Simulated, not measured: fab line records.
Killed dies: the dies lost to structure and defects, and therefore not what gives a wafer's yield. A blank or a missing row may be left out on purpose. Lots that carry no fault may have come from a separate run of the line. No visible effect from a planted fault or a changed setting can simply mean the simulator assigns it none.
Split-lot study    flow n5Finfet    7 lots, 39 wafers read, on a route of 1938 steps

== ABOUT THE SPLIT ==
At N5_BEOL_M0_SAQP_PECVD_96 (deposits a-Si from SiH4/He, target thk 45 nm, time 45.2 s), the setting timeS was moved away from the recipe's 45.2 s on 12 of the 39 wafers read, by -30.0% to +37.0%. The other wafers ran this setting at the recipe's value.

== FROM THE SPLIT TO THE READING: what the file shows between them, 4 steps ==
- N5_BEOL_M0_SAQP_PECVD_97: deposits SiNx from SiH4/NH3/N2, target thk 23 nm, time 19.9 s
- N5_BEOL_M0_SAQP_PECVD_04: deposits a-Si from SiH4/He, target thk 60 nm, time 60.2 s
- N5_BEOL_M0_SAQP_ETCH_101: etches SiNx in CH3F/O2, target depth 29.9 nm, time 42.7 s
- N5_BEOL_M0_SAQP_ETCH_102: etches SiO2 in CF4, target depth 4 nm, time 4.4 s

== THE READING ==
oesProductAu, in a.u., at N5_BEOL_M0_SAQP_MANDREL_ETCH_103 (etches a-Si in HBr/Cl2, stops on SiCN, target depth 45 nm, bt time 10 s, time 27 s). A value of 0.683 a.u. with a standard deviation of 0.013 a.u. is what fault-free wafers of this fab line usually give.

wafer   tool, chamber at the split  timeS as run, s  against the recipe  oesProductAu, a.u.  against lot-mates on the recipe
L084.1  pecvd-01, 0                 45.2             recipe              0.671               -
L084.2  pecvd-01, 2                 45.2             recipe              0.691               -
L084.6  pecvd-01, 0                 45.2             recipe              0.693               -
L085.1  pecvd-03, 2,0               31.76            -29.7%              0.574               -0.112
L085.2  pecvd-03, 0                 45.2             recipe              0.671               -
L085.3  pecvd-03, 1                 45.2             recipe              0.700               -
L085.4  pecvd-03, 2                 45.2             recipe              0.687               -
L085.5  pecvd-03, 1                 31.76            -29.7%              0.564               -0.122
L085.6  pecvd-03, 2,0               31.76            -29.7%              0.559               -0.127
L086.1  pecvd-01, 2                 45.2             recipe              0.665               -
L086.2  pecvd-01, 1                 31.63            -30.0%              0.555               -0.120
L086.3  pecvd-01, 0                 31.63            -30.0%              0.563               -0.112
L086.4  pecvd-01, 1                 45.2             recipe              0.688               -
L086.5  pecvd-01, 2                 31.63            -30.0%              0.555               -0.120
L086.6  pecvd-01, 0                 45.2             recipe              0.673               -
L089.1  pecvd-02, 0                 58.14            +28.6%              0.819               +0.138
L089.2  pecvd-02, 1                 45.2             recipe              0.669               -
L089.3  pecvd-02, 0                 58.14            +28.6%              0.792               +0.111
L089.4  pecvd-02, 1                 45.2             recipe              0.697               -
L089.5  pecvd-02, 0                 58.14            +28.6%              0.824               +0.143
L089.6  pecvd-02, 1                 45.2             recipe              0.678               -
L090.1  pecvd-01, 0                 45.2             recipe              0.685               -
L090.2  pecvd-01, 1                 45.2             recipe              0.669               -
L090.3  pecvd-01, 2                 45.2             recipe              0.678               -
L090.4  pecvd-01, 1                 45.2             recipe              0.673               -
L090.5  pecvd-01, 2                 45.2             recipe              0.704               -
L090.6  pecvd-01, 0                 45.2             recipe              0.677               -
L092.1  pecvd-02, 1                 45.2             recipe              0.672               -
L092.2  pecvd-02, 0,1               45.2             recipe              0.696               -
L092.3  pecvd-02, 0                 45.2             recipe              0.693               -
L092.4  pecvd-02, 0,1               45.2             recipe              0.693               -
L092.5  pecvd-02, 0                 45.2             recipe              0.685               -
L092.6  pecvd-02, 1                 45.2             recipe              0.693               -
L094.1  pecvd-01, 1                 61.91            +37.0%              0.815               +0.128
L094.2  pecvd-01, 2                 45.2             recipe              0.699               -
L094.3  pecvd-01, 0                 61.91            +37.0%              0.812               +0.125
L094.4  pecvd-01, 1                 45.2             recipe              0.684               -
L094.5  pecvd-01, 2                 61.91            +37.0%              0.843               +0.156
L094.6  pecvd-01, 0                 45.2             recipe              0.677               -
Where a row lists several chambers, the file gives one row for several wafers and doesn't say which wafer went through which chamber.

THE FIT
A straight line over all 39 wafers: oesProductAu changes by +0.00406 a.u. for each +1% of timeS; r = +0.99; the points scatter about the line by 0.012 a.u.
The same after taking each lot's own level away (the mean of its wafers on the recipe; 39 wafers): +0.004 a.u. for each +1%; r = +0.99; scatter 0.012 a.u.
On that fit, the largest move of timeS shifts the reading by 0.15 a.u.
From 0.6753 to 0.6887 a.u.: that is the span of the lots' own levels, equal to 1.0 times the standard deviation above.
Consequently the slope shifts little with the lot-to-lot level, the two slopes agreeing.
Check: +0.152 a.u. against its lot-mates is what the line predicts for one of the wafers moved furthest among these (+37.0%) when that wafer is left out of the fit. It came out at +0.128 a.u. against them.

== THE OTHER SPLITS THESE WAFERS WENT THROUGH ==
Note: prior to the reading, these wafers also went through further splits. Each is held against what the fit with the lots' levels taken away leaves over:
other split on the same wafers              wafers away from the commonest value  r with oesProductAu (lot level and that fit taken away)
N5_FIN_SAQP_HM_DEP_72 timeS                 18                                    -0.08
N5_STI_FIN_REVEAL_ETCHBACK_08 targetDepthA  12                                    +0.06

== THE WHOLE CHAIN: every reading that the file lists as answering this split, in the file's order ==
step                              what it does                                                                        reading                                                                               change (the file's fit)                  r (the file's)
N5_BEOL_M0_SAQP_PECVD_96          deposits a-Si from SiH4/He, target thk 45 nm, time 45.2 s                           a-Si_of_BEOL_M0_SAQP_PECVD_96.thkNm (the simulator's own value, which no gauge read)  +0.452 nm for each +1% of the setting    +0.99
N5_BEOL_M0_SAQP_MANDREL_ETCH_103  etches a-Si in HBr/Cl2, stops on SiCN, target depth 45 nm, bt time 10 s, time 27 s  oesProductAu                                                                          +0.004 a.u. for each +1% of the setting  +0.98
N5_BEOL_M0_SAQP_MANDREL_ETCH_103  etches a-Si in HBr/Cl2, stops on SiCN, target depth 45 nm, bt time 10 s, time 27 s  etch.depthNm (the simulator's own value, which no gauge read)                         +0.452 nm for each +1% of the setting    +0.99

== FILE'S OWN FIT ==
oesProductAu changes by +0.004 a.u. for each +1% of timeS, r = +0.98.
